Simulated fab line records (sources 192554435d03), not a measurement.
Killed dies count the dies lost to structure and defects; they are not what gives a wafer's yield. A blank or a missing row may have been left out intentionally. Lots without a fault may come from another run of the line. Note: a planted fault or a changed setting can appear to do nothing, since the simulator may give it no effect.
Which tool was responsible? / flow n5_finfet / 72 wafers from 24 lots sampled at 5 of the route's 1938 steps

## WHAT EACH GAUGE READ, for each wafer
N5_BEOL_M6_INSPECT_30: inspects for defects (brightfield). Usual: raw_defect_count 433, standard deviation 86.
lot=L074; measured=day 8 05:23; on=defect_inspect-01; raw_defect_count=241 292 396; flag=
lot=L075; measured=day 8 20:08; on=defect_inspect-02; raw_defect_count=513 419 450; flag=
lot=L076; measured=day 9 06:37; on=defect_inspect-02; raw_defect_count=602 527 609; flag=
lot=L077; measured=day 9 06:47; on=defect_inspect-01; raw_defect_count=512 271 480; flag=
lot=L078; measured=day 9 22:09; on=defect_inspect-02; raw_defect_count=682 598 445; flag=
lot=L080; measured=day 10 01:19; on=defect_inspect-01; raw_defect_count=436 362 313; flag=
lot=L079; measured=day 10 01:29; on=defect_inspect-02; raw_defect_count=455 394 600; flag=
lot=L081; measured=day 10 04:28; on=defect_inspect-02; raw_defect_count=431 586 484; flag=
lot=L082; measured=day 11 01:05; on=defect_inspect-01; raw_defect_count=422 344 391; flag=
lot=L083; measured=day 11 03:09; on=defect_inspect-02; raw_defect_count=478 501 419; flag=
lot=L084; measured=day 11 07:32; on=defect_inspect-01; raw_defect_count=424 446 425; flag=
lot=L085; measured=day 11 07:45; on=defect_inspect-01; raw_defect_count=437 420 452; flag=
lot=L086; measured=day 11 11:23; on=defect_inspect-01; raw_defect_count=419 468 465; flag=
lot=L087; measured=day 11 11:34; on=defect_inspect-01; raw_defect_count=635 566 351; flag=
lot=L088; measured=day 12 07:00; on=defect_inspect-01; raw_defect_count=428 534 501; flag=
lot=L089; measured=day 12 11:35; on=defect_inspect-01; raw_defect_count=386 603 484; flag=
lot=L090; measured=day 12 14:31; on=defect_inspect-02; raw_defect_count=607 394 387; flag=
lot=L091; measured=day 13 04:31; on=defect_inspect-02; raw_defect_count=237 300 327; flag=
lot=L092; measured=day 13 16:34; on=defect_inspect-02; raw_defect_count=411 453 478; flag=
lot=L095; measured=day 14 00:51; on=defect_inspect-02; raw_defect_count=435 341 354; flag=
lot=L093; measured=day 14 03:01; on=defect_inspect-01; raw_defect_count=416 415 444; flag=
lot=L097; measured=day 14 03:30; on=defect_inspect-02; raw_defect_count=371 458 303; flag=
lot=L094; measured=day 14 10:25; on=defect_inspect-01; raw_defect_count=339 375 393; flag=
lot=L096; measured=day 14 17:52; on=defect_inspect-01; raw_defect_count=453 370 661; flag=

## WHAT TOOL EACH LOT RAN ON (gives the tool, then ch and the chambers of the sampled wafers, and finally the start)
lot=L074; N5_BEOL_M5_ETCH_68=rie_diel-02 ch 0,2,3, day 7 16:20; N5_BEOL_M5_SPUTTER_88=pvd_sputter-03, day 7 23:21; N5_BEOL_M5_CO_CAP_78=cvd_co-02 ch 0,1,2, day 8 01:34; N5_BEOL_M6_CURE_74=uv_cure-01 ch 0, day 8 02:05
lot=L075; N5_BEOL_M5_ETCH_68=rie_diel-06 ch 1,2,3, day 8 08:41; N5_BEOL_M5_SPUTTER_88=pvd_sputter-01, day 8 13:42; N5_BEOL_M5_CO_CAP_78=cvd_co-02 ch 0,1,2, day 8 15:40; N5_BEOL_M6_CURE_74=uv_cure-03 ch 0, day 8 15:58
lot=L076; N5_BEOL_M5_ETCH_68=rie_diel-06 ch 0,1,2, day 8 17:57; N5_BEOL_M5_SPUTTER_88=pvd_sputter-03, day 8 23:08; N5_BEOL_M5_CO_CAP_78=cvd_co-01 ch 0,1, day 9 01:06; N5_BEOL_M6_CURE_74=uv_cure-03 ch 1, day 9 01:25
lot=L077; N5_BEOL_M5_ETCH_68=rie_diel-02 ch 1,2, day 8 18:00; N5_BEOL_M5_SPUTTER_88=pvd_sputter-02, day 8 23:11; N5_BEOL_M5_CO_CAP_78=cvd_co-02 ch 0,2, day 9 01:17; N5_BEOL_M6_CURE_74=uv_cure-01 ch 0, day 9 01:37
lot=L078; N5_BEOL_M5_ETCH_68=rie_diel-06 ch 1,3, day 9 10:53; N5_BEOL_M5_SPUTTER_88=pvd_sputter-03, day 9 15:52; N5_BEOL_M5_CO_CAP_78=cvd_co-01 ch 0,2, day 9 17:49; N5_BEOL_M6_CURE_74=uv_cure-02 ch 2, day 9 18:10
lot=L080; N5_BEOL_M5_ETCH_68=rie_diel-01 ch 0,1,2, day 9 12:36; N5_BEOL_M5_SPUTTER_88=pvd_sputter-02, day 9 18:28; N5_BEOL_M5_CO_CAP_78=cvd_co-02 ch 0,2, day 9 20:46; N5_BEOL_M6_CURE_74=uv_cure-02 ch 2, day 9 21:04
lot=L079; N5_BEOL_M5_ETCH_68=rie_diel-01 ch 2,3, day 9 14:26; N5_BEOL_M5_SPUTTER_88=pvd_sputter-01, day 9 19:42; N5_BEOL_M5_CO_CAP_78=cvd_co-01 ch 1,2, day 9 21:48; N5_BEOL_M6_CURE_74=uv_cure-03 ch 1, day 9 22:11
lot=L081; N5_BEOL_M5_ETCH_68=rie_diel-01 ch 0,1,2, day 9 18:19; N5_BEOL_M5_SPUTTER_88=pvd_sputter-03, day 9 23:50; N5_BEOL_M5_CO_CAP_78=cvd_co-02 ch 0,2, day 10 01:51; N5_BEOL_M6_CURE_74=uv_cure-01 ch 2, day 10 02:23
lot=L082; N5_BEOL_M5_ETCH_68=rie_diel-06 ch 1,3, day 10 13:09; N5_BEOL_M5_SPUTTER_88=pvd_sputter-02, day 10 18:22; N5_BEOL_M5_CO_CAP_78=cvd_co-02 ch 0,1, day 10 21:16; N5_BEOL_M6_CURE_74=uv_cure-03 ch 0, day 10 21:46
lot=L083; N5_BEOL_M5_ETCH_68=rie_diel-06 ch 1,2, day 10 15:23; N5_BEOL_M5_SPUTTER_88=pvd_sputter-01, day 10 21:49; N5_BEOL_M5_CO_CAP_78=cvd_co-01 ch 0,2, day 10 23:47; N5_BEOL_M6_CURE_74=uv_cure-01 ch 2, day 11 00:16
lot=L084; N5_BEOL_M5_ETCH_68=rie_diel-01 ch 0,1,2, day 10 18:31; N5_BEOL_M5_SPUTTER_88=pvd_sputter-03, day 11 00:05; N5_BEOL_M5_CO_CAP_78=cvd_co-01 ch 0,1,2, day 11 02:18; N5_BEOL_M6_CURE_74=uv_cure-02 ch 2, day 11 02:49
lot=L085; N5_BEOL_M5_ETCH_68=rie_diel-06 ch 0,2,3, day 10 18:40; N5_BEOL_M5_SPUTTER_88=pvd_sputter-02, day 11 00:30; N5_BEOL_M5_CO_CAP_78=cvd_co-02 ch 0,1,2, day 11 02:48; N5_BEOL_M6_CURE_74=uv_cure-01 ch 2, day 11 03:13
lot=L086; N5_BEOL_M5_ETCH_68=rie_diel-02 ch 1,2, day 10 22:31; N5_BEOL_M5_SPUTTER_88=pvd_sputter-01, day 11 04:24; N5_BEOL_M5_CO_CAP_78=cvd_co-02 ch 1,2, day 11 06:22; N5_BEOL_M6_CURE_74=uv_cure-01 ch 2, day 11 06:41
lot=L087; N5_BEOL_M5_ETCH_68=rie_diel-06 ch 1,2,3, day 11 01:08; N5_BEOL_M5_SPUTTER_88=pvd_sputter-02, day 11 06:38; N5_BEOL_M5_CO_CAP_78=cvd_co-02 ch 0,1,2, day 11 08:35; N5_BEOL_M6_CURE_74=uv_cure-02 ch 2, day 11 08:54
lot=L088; N5_BEOL_M5_ETCH_68=rie_diel-01 ch 1,2,3, day 11 19:40; N5_BEOL_M5_SPUTTER_88=pvd_sputter-02, day 12 00:36; N5_BEOL_M5_CO_CAP_78=cvd_co-01 ch 0,2, day 12 03:01; N5_BEOL_M6_CURE_74=uv_cure-03 ch 0, day 12 03:20
lot=L089; N5_BEOL_M5_ETCH_68=rie_diel-02 ch 0,1,3, day 11 22:26; N5_BEOL_M5_SPUTTER_88=pvd_sputter-01, day 12 03:38; N5_BEOL_M5_CO_CAP_78=cvd_co-01 ch 0,1,2, day 12 05:50; N5_BEOL_M6_CURE_74=uv_cure-02 ch 1, day 12 06:10
lot=L090; N5_BEOL_M5_ETCH_68=rie_diel-01 ch 2,3, day 12 03:02; N5_BEOL_M5_SPUTTER_88=pvd_sputter-03, day 12 08:17; N5_BEOL_M5_CO_CAP_78=cvd_co-01 ch 1,2, day 12 10:22; N5_BEOL_M6_CURE_74=uv_cure-02 ch 2, day 12 11:00
lot=L091; N5_BEOL_M5_ETCH_68=rie_diel-02 ch 1,2,3, day 12 15:17; N5_BEOL_M5_SPUTTER_88=pvd_sputter-03, day 12 21:54; N5_BEOL_M5_CO_CAP_78=cvd_co-02 ch 1,2, day 12 23:51; N5_BEOL_M6_CURE_74=uv_cure-03 ch 2, day 13 00:11
lot=L092; N5_BEOL_M5_ETCH_68=rie_diel-01 ch 0,1,2, day 13 02:10; N5_BEOL_M5_SPUTTER_88=pvd_sputter-01, day 13 08:50; N5_BEOL_M5_CO_CAP_78=cvd_co-01 ch 0,1,2, day 13 10:48; N5_BEOL_M6_CURE_74=uv_cure-01 ch 0, day 13 11:08
lot=L095; N5_BEOL_M5_ETCH_68=rie_diel-02 ch 1,2, day 13 09:58; N5_BEOL_M5_SPUTTER_88=pvd_sputter-03, day 13 15:01; N5_BEOL_M5_CO_CAP_78=cvd_co-02 ch 1,2, day 13 16:58; N5_BEOL_M6_CURE_74=uv_cure-01 ch 0, day 13 17:17
lot=L093; N5_BEOL_M5_ETCH_68=rie_diel-01 ch 0,1, day 13 13:19; N5_BEOL_M5_SPUTTER_88=pvd_sputter-03, day 13 19:26; N5_BEOL_M5_CO_CAP_78=cvd_co-01 ch 1,2, day 13 21:29; N5_BEOL_M6_CURE_74=uv_cure-02 ch 0, day 13 22:07
lot=L097; N5_BEOL_M5_ETCH_68=rie_diel-06 ch 0,3, day 13 16:45; N5_BEOL_M5_SPUTTER_88=pvd_sputter-01, day 13 22:07; N5_BEOL_M5_CO_CAP_78=cvd_co-02 ch 1,2, day 14 00:04; N5_BEOL_M6_CURE_74=uv_cure-01 ch 2, day 14 00:28
lot=L094; N5_BEOL_M5_ETCH_68=rie_diel-06 ch 0,3, day 13 19:55; N5_BEOL_M5_SPUTTER_88=pvd_sputter-03, day 14 01:05; N5_BEOL_M5_CO_CAP_78=cvd_co-02 ch 0,1,2, day 14 03:10; N5_BEOL_M6_CURE_74=uv_cure-03 ch 2, day 14 03:29
lot=L096; N5_BEOL_M5_ETCH_68=rie_diel-02 ch 1,2, day 14 05:15; N5_BEOL_M5_SPUTTER_88=pvd_sputter-03, day 14 11:56; N5_BEOL_M5_CO_CAP_78=cvd_co-01 ch 1,2, day 14 13:57; N5_BEOL_M6_CURE_74=uv_cure-01 ch 2, day 14 14:25
- N5_BEOL_M5_ETCH_68: etches SOC in N2/H2, target depth 80 nm, overetch 16 nm, time 120 s.
- N5_BEOL_M5_SPUTTER_88: material Cu, target thk 15 nm, time 27.62 s.
- N5_BEOL_M5_CO_CAP_78: material Co, precursor CCTBA/H2, target thk 2 nm, time 102.1 s.
- N5_BEOL_M6_CURE_74: cures SiCOH lowk, time 240 s.

## AS READ BY THE TOOLS THEMSELVES (means over the sampled wafers that have a number; for cases with no such wafer, the mark the record gives instead)
N5_BEOL_M5_ETCH_68. Usual: value, then standard deviation, for each; drypump_motor_current_A 5.8 A / 0.47; oes_product_au 0.61 a.u. / 0.065; rf_fwd_power_W 834.8 W / 2.7; rf_vpp_V 523.3 V / 2.3; showerhead_plenum_p_Torr 2.52 Torr / 0.082; temp_c 40.01 C / 0.11; throttle_valve_pct 17.72 % / 0.19.
lot=L074; tool=rie_diel-02; drypump_motor_current_A (A)=5.8; oes_product_au (a.u.)=0.61; rf_fwd_power_W (W)=834.0; rf_vpp_V (V)=523.6; showerhead_plenum_p_Torr (Torr)=2.54; temp_c (C)=40.06; throttle_valve_pct (%)=17.82; flag=
lot=L075; tool=rie_diel-06; drypump_motor_current_A (A)=6.1; oes_product_au (a.u.)=0.62; rf_fwd_power_W (W)=833.5; rf_vpp_V (V)=524.8; showerhead_plenum_p_Torr (Torr)=2.56; temp_c (C)=40.09; throttle_valve_pct (%)=17.66; flag=
lot=L076; tool=rie_diel-06; drypump_motor_current_A (A)=6.0; oes_product_au (a.u.)=0.64; rf_fwd_power_W (W)=839.2; rf_vpp_V (V)=524.6; showerhead_plenum_p_Torr (Torr)=2.57; temp_c (C)=39.97; throttle_valve_pct (%)=17.63; flag=
lot=L077; tool=rie_diel-02; drypump_motor_current_A (A)=6.1; oes_product_au (a.u.)=0.73; rf_fwd_power_W (W)=835.3; rf_vpp_V (V)=522.7; showerhead_plenum_p_Torr (Torr)=2.49; temp_c (C)=40.01; throttle_valve_pct (%)=17.57; flag=
lot=L078; tool=rie_diel-06; drypump_motor_current_A (A)=6.4; oes_product_au (a.u.)=0.66; rf_fwd_power_W (W)=835.3; rf_vpp_V (V)=526.7; showerhead_plenum_p_Torr (Torr)=2.61; temp_c (C)=39.93; throttle_valve_pct (%)=17.71; flag=
lot=L080; tool=rie_diel-01; drypump_motor_current_A (A)=5.4; oes_product_au (a.u.)=0.59; rf_fwd_power_W (W)=832.9; rf_vpp_V (V)=522.4; showerhead_plenum_p_Torr (Torr)=2.52; temp_c (C)=39.93; throttle_valve_pct (%)=17.76; flag=
lot=L079; tool=rie_diel-01; drypump_motor_current_A (A)=4.8; oes_product_au (a.u.)=0.62; rf_fwd_power_W (W)=835.4; rf_vpp_V (V)=522.2; showerhead_plenum_p_Torr (Torr)=2.47; temp_c (C)=39.98; throttle_valve_pct (%)=17.62; flag=
lot=L081; tool=rie_diel-01; drypump_motor_current_A (A)=5.5; oes_product_au (a.u.)=0.59; rf_fwd_power_W (W)=834.4; rf_vpp_V (V)=523.8; showerhead_plenum_p_Torr (Torr)=2.52; temp_c (C)=39.90; throttle_valve_pct (%)=17.77; flag=
lot=L082; tool=rie_diel-06; drypump_motor_current_A (A)=6.1; oes_product_au (a.u.)=0.64; rf_fwd_power_W (W)=833.4; rf_vpp_V (V)=524.0; showerhead_plenum_p_Torr (Torr)=2.54; temp_c (C)=40.06; throttle_valve_pct (%)=17.65; flag=
lot=L083; tool=rie_diel-06; drypump_motor_current_A (A)=5.9; oes_product_au (a.u.)=0.57; rf_fwd_power_W (W)=836.7; rf_vpp_V (V)=524.2; showerhead_plenum_p_Torr (Torr)=2.57; temp_c (C)=40.04; throttle_valve_pct (%)=17.73; flag=
lot=L084; tool=rie_diel-01; drypump_motor_current_A (A)=5.5; oes_product_au (a.u.)=0.58; rf_fwd_power_W (W)=834.3; rf_vpp_V (V)=523.2; showerhead_plenum_p_Torr (Torr)=2.51; temp_c (C)=40.10; throttle_valve_pct (%)=17.79; flag=
lot=L085; tool=rie_diel-06; drypump_motor_current_A (A)=5.8; oes_product_au (a.u.)=0.62; rf_fwd_power_W (W)=834.8; rf_vpp_V (V)=522.3; showerhead_plenum_p_Torr (Torr)=2.48; temp_c (C)=40.01; throttle_valve_pct (%)=17.58; flag=
lot=L086; tool=rie_diel-02; drypump_motor_current_A (A)=6.0; oes_product_au (a.u.)=0.71; rf_fwd_power_W (W)=836.4; rf_vpp_V (V)=523.0; showerhead_plenum_p_Torr (Torr)=2.48; temp_c (C)=40.06; throttle_valve_pct (%)=17.65; flag=
lot=L087; tool=rie_diel-06; drypump_motor_current_A (A)=6.1; oes_product_au (a.u.)=0.60; rf_fwd_power_W (W)=836.2; rf_vpp_V (V)=524.6; showerhead_plenum_p_Torr (Torr)=2.55; temp_c (C)=40.05; throttle_valve_pct (%)=17.70; flag=
lot=L088; tool=rie_diel-01; drypump_motor_current_A (A)=5.2; oes_product_au (a.u.)=0.59; rf_fwd_power_W (W)=832.5; rf_vpp_V (V)=521.2; showerhead_plenum_p_Torr (Torr)=2.45; temp_c (C)=39.89; throttle_valve_pct (%)=17.62; flag=
lot=L089; tool=rie_diel-02; drypump_motor_current_A (A)=5.8; oes_product_au (a.u.)=0.58; rf_fwd_power_W (W)=834.6; rf_vpp_V (V)=523.0; showerhead_plenum_p_Torr (Torr)=2.53; temp_c (C)=40.04; throttle_valve_pct (%)=17.82; flag=
lot=L090; tool=rie_diel-01; drypump_motor_current_A (A)=4.8; oes_product_au (a.u.)=0.60; rf_fwd_power_W (W)=836.1; rf_vpp_V (V)=521.0; showerhead_plenum_p_Torr (Torr)=2.46; temp_c (C)=40.01; throttle_valve_pct (%)=17.67; flag=
lot=L091; tool=rie_diel-02; drypump_motor_current_A (A)=5.9; oes_product_au (a.u.)=0.63; rf_fwd_power_W (W)=836.5; rf_vpp_V (V)=523.3; showerhead_plenum_p_Torr (Torr)=2.53; temp_c (C)=39.98; throttle_valve_pct (%)=17.76; flag=
lot=L092; tool=rie_diel-01; drypump_motor_current_A (A)=5.5; oes_product_au (a.u.)=0.57; rf_fwd_power_W (W)=832.7; rf_vpp_V (V)=522.5; showerhead_plenum_p_Torr (Torr)=2.51; temp_c (C)=40.04; throttle_valve_pct (%)=17.81; flag=
lot=L095; tool=rie_diel-02; drypump_motor_current_A (A)=6.0; oes_product_au (a.u.)=0.67; rf_fwd_power_W (W)=834.5; rf_vpp_V (V)=522.1; showerhead_plenum_p_Torr (Torr)=2.47; temp_c (C)=39.95; throttle_valve_pct (%)=17.68; flag=
lot=L093; tool=rie_diel-01; drypump_motor_current_A (A)=5.8; oes_product_au (a.u.)=0.56; rf_fwd_power_W (W)=835.9; rf_vpp_V (V)=522.1; showerhead_plenum_p_Torr (Torr)=2.49; temp_c (C)=39.95; throttle_valve_pct (%)=17.79; flag=
lot=L097; tool=rie_diel-06; drypump_motor_current_A (A)=5.9; oes_product_au (a.u.)=0.63; rf_fwd_power_W (W)=834.6; rf_vpp_V (V)=521.5; showerhead_plenum_p_Torr (Torr)=2.46; temp_c (C)=40.06; throttle_valve_pct (%)=17.56; flag=
lot=L094; tool=rie_diel-06; drypump_motor_current_A (A)=5.9; oes_product_au (a.u.)=0.64; rf_fwd_power_W (W)=832.1; rf_vpp_V (V)=521.5; showerhead_plenum_p_Torr (Torr)=2.46; temp_c (C)=39.91; throttle_valve_pct (%)=17.56; flag=
lot=L096; tool=rie_diel-02; drypump_motor_current_A (A)=6.0; oes_product_au (a.u.)=0.67; rf_fwd_power_W (W)=834.6; rf_vpp_V (V)=522.1; showerhead_plenum_p_Torr (Torr)=2.47; temp_c (C)=40.08; throttle_valve_pct (%)=17.66; flag=

N5_BEOL_M5_SPUTTER_88. Usual: throttle_valve_pct 30.1 %, standard deviation 0.92.
lot=L074; tool=pvd_sputter-03; throttle_valve_pct (%)=29.7; flag=
lot=L075; tool=pvd_sputter-01; throttle_valve_pct (%)=30.6; flag=
lot=L076; tool=pvd_sputter-03; throttle_valve_pct (%)=29.5; flag=
lot=L077; tool=pvd_sputter-02; throttle_valve_pct (%)=29.4; flag=
lot=L078; tool=pvd_sputter-03; throttle_valve_pct (%)=29.7; flag=
lot=L080; tool=pvd_sputter-02; throttle_valve_pct (%)=29.2; flag=
lot=L079; tool=pvd_sputter-01; throttle_valve_pct (%)=30.8; flag=
lot=L081; tool=pvd_sputter-03; throttle_valve_pct (%)=30.8; flag=
lot=L082; tool=pvd_sputter-02; throttle_valve_pct (%)=29.1; flag=
lot=L083; tool=pvd_sputter-01; throttle_valve_pct (%)=30.7; flag=
lot=L084; tool=pvd_sputter-03; throttle_valve_pct (%)=30.0; flag=
lot=L085; tool=pvd_sputter-02; throttle_valve_pct (%)=29.6; flag=
lot=L086; tool=pvd_sputter-01; throttle_valve_pct (%)=30.8; flag=
lot=L087; tool=pvd_sputter-02; throttle_valve_pct (%)=29.4; flag=
lot=L088; tool=pvd_sputter-02; throttle_valve_pct (%)=29.4; flag=
lot=L089; tool=pvd_sputter-01; throttle_valve_pct (%)=30.2; flag=
lot=L090; tool=pvd_sputter-03; throttle_valve_pct (%)=29.5; flag=
lot=L091; tool=pvd_sputter-03; throttle_valve_pct (%)=30.0; flag=
lot=L092; tool=pvd_sputter-01; throttle_valve_pct (%)=30.9; flag=
lot=L095; tool=pvd_sputter-03; throttle_valve_pct (%)=30.9; flag=
lot=L093; tool=pvd_sputter-03; throttle_valve_pct (%)=29.5; flag=
lot=L097; tool=pvd_sputter-01; throttle_valve_pct (%)=30.4; flag=
lot=L094; tool=pvd_sputter-03; throttle_valve_pct (%)=30.5; flag=
lot=L096; tool=pvd_sputter-03; throttle_valve_pct (%)=30.5; flag=

N5_BEOL_M5_CO_CAP_78. Usual: heater_power_w 237 W, standard deviation 26.
lot=L074; tool=cvd_co-02; heater_power_w (W)=230; flag=
lot=L075; tool=cvd_co-02; heater_power_w (W)=234; flag=
lot=L076; tool=cvd_co-01; heater_power_w (W)=236; flag=
lot=L077; tool=cvd_co-02; heater_power_w (W)=231; flag=
lot=L078; tool=cvd_co-01; heater_power_w (W)=225; flag=
lot=L080; tool=cvd_co-02; heater_power_w (W)=252; flag=
lot=L079; tool=cvd_co-01; heater_power_w (W)=240; flag=
lot=L081; tool=cvd_co-02; heater_power_w (W)=251; flag=
lot=L082; tool=cvd_co-02; heater_power_w (W)=257; flag=
lot=L083; tool=cvd_co-01; heater_power_w (W)=223; flag=
lot=L084; tool=cvd_co-01; heater_power_w (W)=237; flag=
lot=L085; tool=cvd_co-02; heater_power_w (W)=232; flag=
lot=L086; tool=cvd_co-02; heater_power_w (W)=213; flag=
lot=L087; tool=cvd_co-02; heater_power_w (W)=234; flag=
lot=L088; tool=cvd_co-01; heater_power_w (W)=225; flag=
lot=L089; tool=cvd_co-01; heater_power_w (W)=239; flag=
lot=L090; tool=cvd_co-01; heater_power_w (W)=241; flag=
lot=L091; tool=cvd_co-02; heater_power_w (W)=217; flag=
lot=L092; tool=cvd_co-01; heater_power_w (W)=238; flag=
lot=L095; tool=cvd_co-02; heater_power_w (W)=214; flag=
lot=L093; tool=cvd_co-01; heater_power_w (W)=253; flag=
lot=L097; tool=cvd_co-02; heater_power_w (W)=215; flag=
lot=L094; tool=cvd_co-02; heater_power_w (W)=233; flag=
lot=L096; tool=cvd_co-01; heater_power_w (W)=244; flag=

N5_BEOL_M6_CURE_74. Usual: lamp_power_pct 52.31 %, standard deviation 0.058; wafer_temp_C_max 386.7, standard deviation 0.56.
lot=L074; tool=uv_cure-01; lamp_power_pct (%)=52.30; wafer_temp_C_max=385.8; flag=
lot=L075; tool=uv_cure-03; lamp_power_pct (%)=52.33; wafer_temp_C_max=387.7; flag=
lot=L076; tool=uv_cure-03; lamp_power_pct (%)=52.31; wafer_temp_C_max=386.0; flag=
lot=L077; tool=uv_cure-01; lamp_power_pct (%)=52.28; wafer_temp_C_max=386.3; flag=
lot=L078; tool=uv_cure-02; lamp_power_pct (%)=52.34; wafer_temp_C_max=387.3; flag=
lot=L080; tool=uv_cure-02; lamp_power_pct (%)=52.30; wafer_temp_C_max=387.4; flag=
lot=L079; tool=uv_cure-03; lamp_power_pct (%)=52.36; wafer_temp_C_max=385.8; flag=
lot=L081; tool=uv_cure-01; lamp_power_pct (%)=52.26; wafer_temp_C_max=386.7; flag=
lot=L082; tool=uv_cure-03; lamp_power_pct (%)=52.33; wafer_temp_C_max=386.5; flag=
lot=L083; tool=uv_cure-01; lamp_power_pct (%)=52.31; wafer_temp_C_max=386.2; flag=
lot=L084; tool=uv_cure-02; lamp_power_pct (%)=52.30; wafer_temp_C_max=387.1; flag=
lot=L085; tool=uv_cure-01; lamp_power_pct (%)=52.28; wafer_temp_C_max=386.6; flag=
lot=L086; tool=uv_cure-01; lamp_power_pct (%)=52.25; wafer_temp_C_max=386.5; flag=
lot=L087; tool=uv_cure-02; lamp_power_pct (%)=52.33; wafer_temp_C_max=387.2; flag=
lot=L088; tool=uv_cure-03; lamp_power_pct (%)=52.27; wafer_temp_C_max=387.2; flag=
lot=L089; tool=uv_cure-02; lamp_power_pct (%)=52.30; wafer_temp_C_max=386.6; flag=
lot=L090; tool=uv_cure-02; lamp_power_pct (%)=52.27; wafer_temp_C_max=387.2; flag=
lot=L091; tool=uv_cure-03; lamp_power_pct (%)=52.32; wafer_temp_C_max=387.2; flag=
lot=L092; tool=uv_cure-01; lamp_power_pct (%)=52.38; wafer_temp_C_max=386.3; flag=
lot=L095; tool=uv_cure-01; lamp_power_pct (%)=52.40; wafer_temp_C_max=386.6; flag=
lot=L093; tool=uv_cure-02; lamp_power_pct (%)=52.25; wafer_temp_C_max=386.9; flag=
lot=L097; tool=uv_cure-01; lamp_power_pct (%)=52.28; wafer_temp_C_max=386.4; flag=
lot=L094; tool=uv_cure-03; lamp_power_pct (%)=52.31; wafer_temp_C_max=387.3; flag=
lot=L096; tool=uv_cure-01; lamp_power_pct (%)=52.34; wafer_temp_C_max=386.2; flag=

## THE ANSWER, worked out from the rows above alone
Rule: a lot is off if the mean of its wafers that have a number lies more than 3 standard deviations from the usual mean. A lot without any number at a reading at which 4 lots or more have one is off too. Any other lot the step has rows for is counted as sound. Order of review: gauges by route order, followed by the tools' own readings, for which a lot's mean as printed above is used. The first step at which some lot is off is used, and at that step the reading that is off furthest; a lot without a number counts as furthest.
No lot is off at any reading shown: from this, nothing can be told.

## WHAT THE SIMULATOR HAD INSERTED
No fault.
